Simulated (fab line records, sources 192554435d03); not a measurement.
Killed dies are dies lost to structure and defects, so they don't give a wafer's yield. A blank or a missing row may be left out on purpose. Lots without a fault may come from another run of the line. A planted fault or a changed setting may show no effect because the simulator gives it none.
A struck lot beside a sound one | flow n5_finfet | 38 steps out of a route of 1938
Sound: wafers L224.1, L224.3, L224.6. Struck: wafer L223.5. (L223.2, L223.3 of the same lot were not struck and are left out.) The cause comes at the end.
At each step with rows: each side's tool, then ch and its chambers, then its first start. Under that, the readings that differ: sound wafers | struck wafers | difference of the means | sigmas: that difference in standard deviations of wafers without a fault.
alike: readings whose means differ by less than 2 such deviations, and words and numbers that are the same on both sides. not compared: withheld readings, readings that some wafer has no value for, bounds like >300 that may hide the same value, and numbers for which the record gives no deviation and whose values overlap.
The two part at a step that has a row with sigmas, a row that says differs or no value, or rows on one side only. Numbers that don't overlap but have no deviation are shown without sigmas and don't part them. A reading that every wafer of one side lacks parts them only if that side has two wafers or more.

first, 9 steps without rows for these wafers: N5_BEOL_M4_ANNEAL_95 (time 240 s); N5_BEOL_M4_SPUTTER_96 (material Cu, target thk 4.5 nm, time 8.29 s); N5_BEOL_M4_ECD_50 (material Cu, target thk 300 nm); N5_BEOL_M4_ANNEAL_51 (time 90 s); N5_BEOL_M4_CMP_52 (polishes, stops on SiOC, t overpolish 6.8 s, target thk 40 nm); N5_BEOL_M4_PRE_CLEAN_60 (time 15 s); N5_BEOL_M4_CO_CAP_55 (material Co, precursor CCTBA/H2, target thk 2 nm, time 102.1 s); N5_BEOL_M4_PRE_CLEAN_56 (time 15 s); N5_BEOL_M4_DEP_57 (deposits SiCN from 3MS/NH3, target thk 8 nm, time 14 s).
N5_BEOL_M4_RC_MEAS_101:
  sound on prober-02 ch 0, day 12 00:41; struck on prober-01 ch 0, day 11 22:43
  reading       | sound       | struck | difference | sigmas
  ION_N (uA/um) | 687 674 667 | 654    | -22        | -2
  ION_P (uA/um) | 470 461 452 | 444    | -17        | -2
  alike: DIBL_N, DIBL_P, IOFF_N, IOFF_P, SS_N, SS_P, VT_N, VT_P
then, 24 steps without rows for these wafers: N5_BEOL_M5_ILD_DEP_00 (deposits SiCOH lowk from DEMS/porogen, target thk 140.64 nm, time 25.9 s); N5_BEOL_M5_CURE_79 (cures SiCOH lowk, time 240 s); N5_BEOL_M5_PECVD_70 (deposits SiO2 from TEOS/O2, target thk 16 nm, time 18 s); N5_BEOL_M5_HM_DEP_02 (deposits TiN, target thk 20 nm); N5_BEOL_M5_COAT_59 (time 60 s, resist thk 60 nm); N5_BEOL_M5_COAT_60 (time 60 s, resist thk 12 nm); N5_BEOL_M5_COAT_71 (time 60 s, resist thk 5 nm); N5_BEOL_M5_COAT_05 (resist thk 30 nm); N5_BEOL_M5_EBR_07; N5_BEOL_M5_SOFTBAKE_06 (time 60 s); N5_BEOL_M5_EXPOSE_08 (exposes mask M5, target cd 28 nm); N5_BEOL_M5_PEB_09 (peb time 60 s); N5_BEOL_M5_DEVELOP_10 (develop time 30 s); N5_BEOL_M5_DESCUM_16 (chemistry O2, time 7 s); N5_BEOL_M5_ETCH_72 (etches underlayer in N2/H2, target depth 6.5 nm, time 5.2 s); N5_BEOL_M5_ETCH_61 (etches SiARC in CF4, target depth 15.6 nm, time 26 s); N5_BEOL_M5_ETCH_62 (etches SOC in N2/H2, target depth 75 nm, overetch 15 nm, time 112.5 s); N5_BEOL_M5_STRIP_63 (strips in N2/H2); N5_BEOL_M5_STRIP_73 (strips in N2/H2); N5_BEOL_M5_STRIP_64 (strips in CF4); N5_BEOL_M5_HM_OPEN_17 (chemistry Cl2/BCl3, target TiN, target depth 20 nm, overetch 6 nm); N5_BEOL_M5_STRIP_19 (strips in O2); N5_BEOL_M5_COAT_65 (time 60 s, resist thk 60 nm); N5_BEOL_M5_COAT_66 (time 60 s, resist thk 12 nm).
-- the record jumps here: 2 days lie between the struck wafers' starts before and after (it left off in module BEOL_M5 and takes up again in module BEOL_M9, whose first step shown is number 1464 of the route) --
N5_BEOL_M9_CMP_52: polishes, stops on SiCOH lowk, t overpolish 7 s, target thk 140 nm.
  sound on cmp-03 ch 0,2, day 13 22:54; struck on cmp-03 ch 0, day 13 23:21
  reading                      | sound             | struck | difference | sigmas
  barrier_field_endpoint_s (s) | 28.3 28.7 27.7    | 47.0   | +18.8      | +21
  overpolish_run_s (s)         | 6.995 6.989 6.994 | 0.043  | -6.950     | -99 or more
  time_to_endpoint_s (s)       | 64 69 61          | 86     | +21        | +5
  alike: clearing_platen_down_force_psi, motor_current_A
N5_BEOL_M9_THK_MEAS_53: measures by xrf.
  sound on film_metro-02, day 13 23:10; struck on film_metro-01, day 13 23:37
  reading     | sound       | struck | difference | sigmas
  M9_THK (nm) | 143 147 137 | 254    | +112       | +25
N5_BEOL_M9_INSPECT_58: inspects for defects (darkfield).
  sound on defect_inspect-01, day 13 23:19; struck on defect_inspect-01, day 13 23:46
  reading          | sound     | struck | difference | sigmas
  raw_defect_count | 111 67 80 | 4314   | +4228      | +99 or more
-- the record jumps here: 3 days lie between the struck wafers' starts before and after (it left off in module BEOL_M9 and takes up again in module PASSIVATION, whose first step shown is number 1936 of the route) --
N5_PASSIVATION_PROBE_49:
  sound on prober-02, day 16 11:46; struck on prober-01, day 16 12:14
  reading                  | sound          | struck | difference | sigmas
  defect_limited_yield (%) | 89.7 90.4 90.0 | 0      | -90        | -64
  killed_at_M4_up          | 13 13 13       | 1090   | +1077      | +99 or more
  killed_dies              | 121 113 118    | 1180   | +1063      | +66
  killed_on_rim            | 20 16 10       | 152    | +137       | +38
  sort_bin_5_function (%)  | 5.9 6.4 6.0    | 4.2    | -1.9       | -2
  sort_n_pass              | 1059 1067 1062 | 0      | -1063      | -66
  sort_yield_pct (%)       | 89.7 90.4 90.0 | 0      | -90        | -64
  alike: killed_at_M0_to_M3, killed_at_contacts, killed_at_front_end, killed_at_other, killed_open, killed_short, sort_bin_6_memory

WHERE THEY PART
First at N5_BEOL_M4_RC_MEAS_101; last, within this record, at N5_PASSIVATION_PROBE_49.

WHY: what the simulator had put in
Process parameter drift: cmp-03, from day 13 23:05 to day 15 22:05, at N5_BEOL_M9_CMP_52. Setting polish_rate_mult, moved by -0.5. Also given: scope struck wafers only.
